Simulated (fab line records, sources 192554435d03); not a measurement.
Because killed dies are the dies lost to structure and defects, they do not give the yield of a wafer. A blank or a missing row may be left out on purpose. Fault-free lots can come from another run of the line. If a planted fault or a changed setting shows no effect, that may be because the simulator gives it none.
Comparing a struck lot with a sound one / flow n5_finfet / 13 steps out of a route of 1938
Sound: wafers L550.1, L550.3, L550.6. The struck wafers were L552.2, L552.3, L552.6. Last of all comes the cause.
Per side, at each step with rows, come the tool, then ch with its chambers, and then its first start. Under that, the readings that differ: sound wafers / struck wafers / difference of the means / sigmas: that difference in standard deviations of wafers without a fault.
alike: readings whose means differ by less than 2 such deviations, and words and numbers that are the same on both sides. not compared: withheld readings, readings that some wafer has no value for, bounds like >300 that may hide the same value, and numbers for which the record gives no deviation and whose values overlap.
Wherever a step has rows on one side only, a row that says differs or no value, or a row with sigmas, the two part there. Non-overlapping numbers with no deviation appear without sigmas and do not part them. Lack of a reading on every wafer of one side parts them only where that side has two or more wafers.

first, 2 steps without rows for these wafers: N5_PASSIVATION_DEVELOP_43 (develop time 60 s); N5_PASSIVATION_HARDBAKE_45 (time 120 s).
N5_PASSIVATION_CD_MEAS_44: target cd 40000 nm.
  sound on cd_sem-01 ch 0, day 12 16:36; struck on cd_sem-02 ch 0, day 13 03:56
  alike: cd_nm
N5_PASSIVATION_OVL_MEAS_66:
  sound on overlay-02 ch 0, day 12 16:38; struck on overlay-01 ch 0, day 13 03:58
  alike: PASS_OPEN_OVL
N5_PASSIVATION_INSPECT_67: inspects for defects (macro).
  struck on defect_inspect-01, day 13 04:00; sound on defect_inspect-02, day 12 16:40
  alike: raw_defect_count
N5_PASSIVATION_DESCUM_46: chemistry O2, time 7.9 s.
  sound on rie_diel-02 ch 0,3, day 12 16:43; struck on rie_diel-06 ch 0,3, day 13 04:06
  alike: bias_power_w, drypump_motor_current_A, oes_product_au, rf_vpp_V, showerhead_plenum_p_Torr, temp_c, throttle_valve_pct
  not compared: rf_hours_counter_h
N5_PASSIVATION_PASS_ETCH_47: etches SiNx in CF4/O2, target depth 770 nm, time 385 s.
  sound on rie_diel-02 ch 0,3, day 12 16:46; struck on rie_diel-06 ch 0,3, day 13 04:08
  alike: O2_flow_sccm, cf4_flow_sccm, drypump_motor_current_A, oes_product_au, rf_vpp_V, showerhead_plenum_p_Torr, throttle_valve_pct
  not compared: rf_hours_counter_h
N5_PASSIVATION_ETCH_54: etches SiO2 in CHF3/O2, target depth 880 nm, time 440 s.
  sound on rie_diel-02 ch 0,3, day 12 16:59; struck on rie_diel-06 ch 0,3, day 13 04:22
  alike: O2_flow_sccm, drypump_motor_current_A, oes_product_au, rf_vpp_V, showerhead_plenum_p_Torr, throttle_valve_pct
  not compared: rf_hours_counter_h
N5_PASSIVATION_STRIP_48: strips in O2.
  sound on rie_diel-02 ch 0,3, day 12 17:17; struck on rie_diel-06 ch 0,3, day 13 04:39
  alike: drypump_motor_current_A, oes_product_au, rf_vpp_V, showerhead_plenum_p_Torr, temp_c, throttle_valve_pct
  not compared: rf_hours_counter_h
then, 3 steps without rows for these wafers: N5_PASSIVATION_STRIP_52 (strips in post etch residue remover, time 1200 s); N5_PASSIVATION_CLEAN_71 (cleans in IPA, time 180 s); N5_PASSIVATION_SRD_72 (time 30 s).
N5_PASSIVATION_ANNEAL_56: time 1800 s.
  struck on furnace-02, day 13 05:09; sound on furnace-02 ch 0, day 12 17:46
  no value came back on the struck wafers for spike_tc_bottom_C (C), spike_tc_centre_C (C); on the sound wafers spike_tc_bottom_C (C) reads 423.8 425.0 424.6

== WHERE THEY PART ==
Within this record, at N5_PASSIVATION_ANNEAL_56 only.

WHY: what had been put in by the simulator
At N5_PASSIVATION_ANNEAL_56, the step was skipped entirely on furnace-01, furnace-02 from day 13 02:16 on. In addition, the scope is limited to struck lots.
